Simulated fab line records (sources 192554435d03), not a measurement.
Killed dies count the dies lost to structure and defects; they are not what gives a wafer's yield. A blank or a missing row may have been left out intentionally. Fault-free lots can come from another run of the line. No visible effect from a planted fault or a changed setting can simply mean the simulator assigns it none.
2 desks, one fault :: flow n5 finfet :: every desk sees just its own numbers, and what lay behind them comes last

METROLOGY DESK
Means of the sampled wafers that have a number, per lot and without regard to the tool the lot ran on: this is what the gauges read. Marked OUT: a lot whose mean sits more than 4 standard deviations from the usual mean, which makes it out of limits; the brackets give that distance. Readings shown: 7 of its 11, picked as those furthest out on some lot.
Columns: A = trench depth nm at N5_BEOL_M1_OCD_MEAS_38, usual 55.0 nm; B = DIBL_N at N5_BEOL_M4_RC_MEAS_101, usual 37.1 mV/V; C = DIBL_P at N5_BEOL_M4_RC_MEAS_101, usual 37.2 mV/V; D = IOFF_N at N5_BEOL_M4_RC_MEAS_101, usual 0.18 nA/um; E = IOFF_P at N5_BEOL_M4_RC_MEAS_101, usual 0.23 nA/um; F = SS_P at N5_BEOL_M4_RC_MEAS_101, usual 73.5 mV/dec; G = VT_P at N5_BEOL_M4_RC_MEAS_101, usual -248 mV
lot: L932
first seen here: day 6 05:08
A: 56.2
B: 37.3
C: 36.7
D: 0.17
E: 0.23
F: 73.0
G: -248

lot: L933
first seen here: day 6 15:29
A: 55.3
B: 38.0
C: 36.3
D: 0.16
E: 0.22
F: 73.9
G: -250

lot: L938
first seen here: day 7 23:22
A: 55.0
B: 35.1
C: 34.2
D: 0.15
E: 0.19
F: 72.3
G: -249

lot: L940
first seen here: day 8 02:58
A: 55.8
B: 36.4
C: 36.4
D: 0.18
E: 0.23
F: 73.2
G: -248

lot: L942
first seen here: day 8 21:31
A: 54.8
B: 35.2
C: 37.2
D: 0.15
E: 0.18
F: 73.0
G: -253

lot: L952
first seen here: day 11 09:52
A: 54.3
B: 38.9
C: 41.1
D: 0.24
E: 0.31
F: 74.8
G: -245

lot: L954
first seen here: day 11 17:22
A: 54.2
B: 34.5
C: 35.5
D: 0.16
E: 0.23
F: 72.6
G: -248

lot: L953
first seen here: day 11 17:50
A: 55.5
B: 37.5
C: 37.1
D: 0.18
E: 0.21
F: 73.6
G: -252

lot: L955
first seen here: day 11 21:43
A: 54.2
B: 36.7
C: 36.9
D: 0.17
E: 0.22
F: 73.4
G: -251
This desk's verdict: no lot among the 9 shows anything out of limits.

DESK OF THE TOOL OWNER: rie diel-02
The tool's own readings at N5_BEOL_M1_VIA_ETCH_34 (etches the open film in C4F6/O2, target depth 67.8 nm, time 64.4 s): means of the sampled wafers that have a number, for each lot that ran on this tool. Marked OUT: a lot whose mean sits more than 4 standard deviations from the usual mean, which makes it out of limits; the brackets give that distance.
Columns: A = chamber pressure mTorr at N5_BEOL_M1_VIA_ETCH_34, usual 15.003 mTorr; B = drypump motor current A at N5_BEOL_M1_VIA_ETCH_34, usual 5.8 A; C = oes product au at N5_BEOL_M1_VIA_ETCH_34, usual 0.82 a.u.; D = rf vpp V at N5_BEOL_M1_VIA_ETCH_34, usual 661 V; E = run length s at N5_BEOL_M1_VIA_ETCH_34, usual 87.8 s; F = showerhead plenum p Torr at N5_BEOL_M1_VIA_ETCH_34, usual 2.87 Torr; G = throttle valve pct at N5_BEOL_M1_VIA_ETCH_34, usual 30.7 %
lot: L933
first seen here: day 6 15:14
A: 15.004
B: 6.0
C: 0.86
D: 657
E: 87.4
F: 2.92
G: 30.7

lot: L940
first seen here: day 8 02:42
A: 15.001
B: 5.5
C: 0.84
D: 662
E: 81.4 (-12) OUT
F: 3.01
G: 30.7

lot: L942
first seen here: day 8 21:16
A: 15.000
B: 6.2
C: 0.83
D: 654
E: 84.6 (-6.1) OUT
F: 2.83
G: 30.9

lot: L955
first seen here: day 11 21:28
A: 15.005
B: 6.2
C: 0.79
D: 653
E: 87.9
F: 2.82
G: 31.0
This desk finds L940, L942 out of limits, L940 being first, at day 8 02:42 (run length s at N5_BEOL_M1_VIA_ETCH_34). L933, L955: within limits.

TAKEN TOGETHER
The tool owner's desk could have raised an alarm at day 8 02:42, on L940, L942.
At the metrology desk, nothing out of limits was observed.
The metrology desk holds a record of L940, L942, inside its limits.
Of the lots named, all ran N5_BEOL_M1_VIA_ETCH_34 on rie diel-02.

WHAT THE SIMULATOR HAD INSERTED
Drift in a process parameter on rie diel-02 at N5_BEOL_M1_VIA_ETCH_34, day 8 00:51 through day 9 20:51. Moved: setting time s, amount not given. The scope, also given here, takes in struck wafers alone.
Shown lots that were struck: L940, L942.
How many hours passed from the start of the fault until each desk's first out-of-limits reading: the tool owner's desk, 2.
